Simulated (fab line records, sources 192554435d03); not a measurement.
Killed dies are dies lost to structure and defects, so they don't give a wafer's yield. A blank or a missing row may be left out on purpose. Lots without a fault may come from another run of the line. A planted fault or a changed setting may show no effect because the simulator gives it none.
One fault seen from 3 desks | flow n5_finfet | each desk has only its own numbers; what lay behind them comes last

THE TOOL OWNER'S DESK: rie_diel-01
The tool's own readings at N5_BEOL_M4_TRENCH_ETCH_37 (etches SiOC in C4F6/O2, target depth 55.555 nm, time 29.2 s): means of the sampled wafers that have a number, for each lot that ran on this tool. A lot is out of limits, marked OUT, if its mean lies more than 4 standard deviations from the usual mean; the brackets give that distance.
Columns: A = drypump_motor_current_A at N5_BEOL_M4_TRENCH_ETCH_37, usual 5.7 A; B = oes_product_au at N5_BEOL_M4_TRENCH_ETCH_37, usual 0.82 a.u.; C = rf_vpp_V at N5_BEOL_M4_TRENCH_ETCH_37, usual 664 V; D = showerhead_plenum_p_Torr at N5_BEOL_M4_TRENCH_ETCH_37, usual 2.80 Torr; E = throttle_valve_pct at N5_BEOL_M4_TRENCH_ETCH_37, usual 20.82 %
lot  | first seen here | A   | B    | C   | D    | E
L445 | day 9 03:29     | 6.2 | 0.86 | 655 | 2.78 | 20.53
L446 | day 9 06:37     | 5.8 | 0.81 | 658 | 2.80 | 20.82
L447 | day 9 08:12     | 6.1 | 0.87 | 657 | 2.78 | 20.68
L453 | day 9 20:05     | 5.8 | 0.86 | 666 | 2.78 | 20.89
L460 | day 12 11:34    | 5.9 | 0.69 | 660 | 2.76 | 20.68
This desk's finding: nothing out of limits on any of the 5 lots.

THE DEFECT DESK
What the inspections along the route counted, lot by lot: means of the sampled wafers that have a number. A lot is out of limits, marked OUT, if its mean lies more than 4 standard deviations from the usual mean; the brackets give that distance.
Columns: A = raw_defect_count at N5_BEOL_M4_INSPECT_30, usual 448
lot  | first seen here | A
L445 | day 8 19:37     | 423
L446 | day 8 23:30     | 489
L447 | day 9 02:46     | 393
L449 | day 9 09:32     | 418
L453 | day 9 11:53     | 520
L455 | day 10 23:18    | 521
L460 | day 12 02:43    | 372
L468 | day 13 14:23    | 378
L467 | day 13 17:39    | 476
This desk's finding: nothing out of limits on any of the 9 lots.

THE METROLOGY DESK
What the gauges read, lot by lot, whatever tool the lot ran on: means of the sampled wafers that have a number. A lot is out of limits, marked OUT, if its mean lies more than 4 standard deviations from the usual mean; the brackets give that distance. Of its 13 readings 7 are shown: the one that was out of limits first, and those that lie furthest out on some lot.
Columns: A = trench_depth_nm at N5_BEOL_M4_OCD_MEAS_38, usual 55.5 nm; B = M4_THK at N5_BEOL_M4_THK_MEAS_53, usual 39.6 nm; C = M4_RS at N5_BEOL_M4_RS_MEAS_58, usual 0.67 ohm/sq; D = DIBL_N at N5_BEOL_M4_RC_MEAS_101, usual 35.6 mV/V; E = DIBL_P at N5_BEOL_M4_RC_MEAS_101, usual 35.0 mV/V; F = ION_N at N5_BEOL_M4_RC_MEAS_101, usual 671 uA/um; G = SS_P at N5_BEOL_M4_RC_MEAS_101, usual 73.0 mV/dec
lot  | first seen here | A              | B               | C              | D    | E    | F   | G
L445 | day 9 03:39     | 54.7           | 39.6            | 0.66           | 35.6 | 36.7 | 684 | 73.6
L446 | day 9 06:46     | 55.5           | 40.3            | 0.66           | 34.6 | 32.6 | 677 | 72.8
L447 | day 9 08:21     | 54.6           | 38.2            | 0.70           | 34.5 | 33.3 | 649 | 72.5
L453 | day 9 20:15     | 53.7           | 37.5            | 0.72           | 35.6 | 36.0 | 672 | 72.8
L449 | day 10 23:05    | 54.6           | 38.0            | 0.70           | 32.6 | 33.3 | 663 | 71.9
L455 | day 11 04:45    | 57.1           | 41.1            | 0.63           | 33.5 | 34.8 | 672 | 73.1
L460 | day 12 11:43    | 41.0 (-13) OUT | 24.9 (-9.2) OUT | 1.94 (+37) OUT | 33.8 | 31.8 | 660 | 72.4
L468 | day 14 05:28    | 54.8           | 37.4            | 0.72           | 36.6 | 36.4 | 687 | 73.7
L467 | day 14 05:31    | 56.5           | 40.9            | 0.64           | 35.9 | 35.6 | 675 | 72.7
This desk's finding: out of limits on L460; first on L460, day 12 11:43 (trench_depth_nm at N5_BEOL_M4_OCD_MEAS_38). In limits: L445, L446, L447, L453, L449, L455, L468, L467.

PUT TOGETHER
The metrology desk could have raised an alarm at day 12 11:43, on L460.
The tool owner's desk saw nothing out of limits.
The defect desk saw nothing out of limits.
The tool owner's desk has L460 on record, within its limits.
The defect desk has L460 on record, within its limits.
Of the lots named, all ran N5_BEOL_M4_TRENCH_ETCH_37 on rie_diel-01.

WHAT THE SIMULATOR HAD PUT IN
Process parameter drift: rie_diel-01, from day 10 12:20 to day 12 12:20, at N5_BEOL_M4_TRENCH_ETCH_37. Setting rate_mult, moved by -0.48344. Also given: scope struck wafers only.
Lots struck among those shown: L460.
Hours from the fault's start to each desk's first reading out of limits: the metrology desk, 47.
